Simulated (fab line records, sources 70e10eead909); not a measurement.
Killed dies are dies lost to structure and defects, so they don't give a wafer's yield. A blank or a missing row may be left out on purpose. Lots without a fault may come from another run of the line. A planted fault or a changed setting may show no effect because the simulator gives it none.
A struck lot beside a sound one | flow nand_harc | 24 steps out of a route of 1159
Sound: wafers L708.1, L708.4, L708.5. Struck: wafers L716.1, L716.2, L716.6. The cause comes at the end.
At each step with rows: each side's tool, then ch and its chambers, then its first start. Under that, the readings that differ: sound wafers | struck wafers | difference of the means | sigmas: that difference in standard deviations of wafers without a fault.
alike: readings whose means differ by less than 2 such deviations, and words and numbers that are the same on both sides. not compared: withheld readings, readings that some wafer has no value for, bounds like >300 that may hide the same value, and numbers for which the record gives no deviation and whose values overlap.
The two part at a step that has a row with sigmas, a row that says differs or no value, or rows on one side only. Numbers that don't overlap but have no deviation are shown without sigmas and don't part them. A reading that every wafer of one side lacks parts them only if that side has two wafers or more.

NHARC_P_M1_INSPECT_27:
  sound on defect_inspect-01, day 7 07:41; struck on defect_inspect-02, day 9 15:41
  alike: raw_defect_count
NHARC_P_M1_PRE_CLEAN_32: time 12 s.
  sound on pecvd-04 ch 0,2, day 7 07:45; struck on pecvd-02 ch 0,1, day 9 15:46
  alike: heater_power_w, rf_fwd_power_W
NHARC_P_M1_DEP_33: deposits SiCN, target thk 30 nm.
  sound on pecvd-04 ch 0,2, day 7 07:50; struck on pecvd-02 ch 0,1, day 9 15:50
  alike: heater_power_w, rf_fwd_power_W
then, 8 steps without rows for these wafers: NHARC_P_M2_DEP_00 (deposits SiOC, target thk 182.5 nm); NHARC_P_M2_DEHYDRATE_01 (time 120 s); NHARC_P_M2_HMDS_02 (time 30 s); NHARC_P_M2_COAT_34 (time 65 s); NHARC_P_M2_COAT_03 (resist thk 90 nm); NHARC_P_M2_SOFTBAKE_04 (time 55 s); NHARC_P_M2_EBR_05; NHARC_P_M2_EXPOSE_06 (exposes mask P M2, target cd 170 nm).
NHARC_P_M2_PEB_07: peb time 65 s.
  sound on litho_track-06 ch 0, day 7 08:59; struck on litho_track-04 ch 0, day 9 17:01
  reading                  | sound             | struck            | difference | sigmas
  heater_power_total_W (W) | 156.2 155.9 156.6 | 168.0 168.1 168.1 | +11.8      | +30
then, 1 step without rows for these wafers: NHARC_P_M2_DEVELOP_08 (develop time 35 s).
NHARC_P_M2_CD_MEAS_09: target cd 170 nm.
  sound on cd_sem-03 ch 0, day 7 09:04; struck on cd_sem-03 ch 0
  reading    | sound             | struck            | difference | sigmas
  cd_nm (nm) | 169.6 170.4 170.0 | 166.4 166.8 165.5 | -3.8       | -5
  not compared: hold
NHARC_P_M2_OVL_MEAS_10: pitch 340 nm.
  sound on overlay-02, day 7 09:10; struck on overlay-02, day 9 23:06
  reading           | sound       | struck                                                                     | difference                   | sigmas
  hold              | - - -       | await_dispo/5.7h/release await_dispo/5.7h/release await_dispo/5.7h/release | no value on the sound wafers |
  overlay_y_nm (nm) | 1.5 1.7 1.4 | -0.4 -0.7 -0.8                                                             | -2.2                         | -2
  alike: overlay_x_nm
NHARC_P_M2_INSPECT_11:
  sound on defect_inspect-01, day 7 09:12; struck on defect_inspect-02, day 9 23:08
  alike: raw_defect_count
NHARC_P_M2_DESCUM_14: chemistry O2, time 3 s.
  sound on rie_diel-09 ch 0,1,2, day 7 09:17; struck on rie_diel-05 ch 0,1,3, day 9 23:13
  reading               | sound             | struck        | difference | sigmas
  model.P_M2.cd_nm (nm) | 169.2 170.9 169.3 | 166 166.4 165 | -4         |
  alike: chamber_pressure_mTorr, drypump_motor_current_A, oes_product_au, rf_vpp_V, showerhead_plenum_p_Torr, throttle_valve_pct
  not compared: rf_hours_counter_h
NHARC_P_M2_ETCH_35: etches the open film in N2/H2, target depth 40 nm, overetch 12 nm, time 43.94 s.
  sound on rie_diel-09 ch 0,1, day 7 09:38; struck on rie_diel-05 ch 0,3, day 9 23:17
  alike: chamber_pressure_mTorr, drypump_motor_current_A, oes_product_au, rf_fwd_power_W, rf_vpp_V, showerhead_plenum_p_Torr, throttle_valve_pct
  not compared: rf_hours_counter_h
NHARC_P_M2_ETCH_15: etches the open film in C4F8/Ar, target depth 182.5 nm, time 91.2 s.
  sound on rie_diel-09 ch 2,3; struck on rie_diel-05 ch 0,1,3
  reading               | sound             | struck            | difference | sigmas
  oes_product_au (a.u.) | 0.923 0.922 0.919 | 0.981 0.967 0.970 | +0.051     | +2
  alike: chamber_pressure_mTorr, rf_fwd_power_W, rf_vpp_V
  not compared: rf_hours_counter_h
NHARC_P_M2_CD_MEAS_16:
  sound on cd_sem-03, day 7 09:52; struck on cd_sem-03, day 9 23:41
  reading    | sound             | struck            | difference | sigmas
  cd_nm (nm) | 169.1 171.1 168.9 | 166.4 166.3 165.4 | -3.7       | -4
  not compared: hold
NHARC_P_M2_STRIP_18: strips in N2/H2.
  sound on rie_diel-05 ch 1,2,3, day 7 10:05; struck on rie_diel-09 ch 0,1, day 10 01:58
  reading | sound | struck                                                                     | difference                   | sigmas
  hold    | - - - | await_dispo/2.1h/release await_dispo/2.1h/release await_dispo/2.1h/release | no value on the sound wafers |
  alike: chamber_pressure_mTorr, drypump_motor_current_A, oes_product_au, rf_fwd_power_W, rf_vpp_V, showerhead_plenum_p_Torr, throttle_valve_pct
  not compared: rf_hours_counter_h
NHARC_P_M2_ETCH_28: etches the open film in CF4/N2, target depth 30 nm, time 72.99 s.
  sound on rie_diel-05 ch 0,1; struck on rie_diel-09 ch 0,1
  reading               | sound             | struck          | difference | sigmas
  model.P_M2.cd_nm (nm) | 168.7 171.6 169.6 | 165.8 166 165.5 | -4.2       |
  alike: chamber_pressure_mTorr, drypump_motor_current_A, oes_product_au, rf_fwd_power_W, rf_vpp_V, showerhead_plenum_p_Torr, throttle_valve_pct
  not compared: rf_hours_counter_h
then, 1 step without rows for these wafers: NHARC_P_M2_STRIP_19 (strips in post etch residue remover, time 600 s).
-- the record jumps here: 13 days lie between the struck wafers' starts before and after (it left off in module P_M2 and takes up again in module END, whose first step shown is number 1159 of the route) --
NHARC_END_SORT_01:
  sound on prober-01 ch 0, day 20 14:34; struck on prober-01 ch 0, day 23 08:50
  reading            | sound       | struck                                            | difference                   | sigmas
  hold               | - - -       | await_dispo/2.9h/release await_dispo/2.9h/release | no value on the sound wafers |
  sort_bin_4_pct (%) | 2.2 2.1 2.4 | 4.7 4.3                                           | +2.3                         | +2
  alike: defect_limited_yield, killed_at_array, killed_at_other, killed_at_periphery, killed_dies, killed_open, killed_short, sort_bin_2_pct, sort_bin_3_pct, sort_n_pass, sort_rim_yield_pct, sort_yield_pct

WHERE THEY PART
First at NHARC_P_M2_PEB_07; last, within this record, at NHARC_END_SORT_01.

WHY: what the simulator had put in
Process parameter drift: litho_track-04, from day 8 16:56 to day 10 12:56, at NHARC_P_M2_PEB_07. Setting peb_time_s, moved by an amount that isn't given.
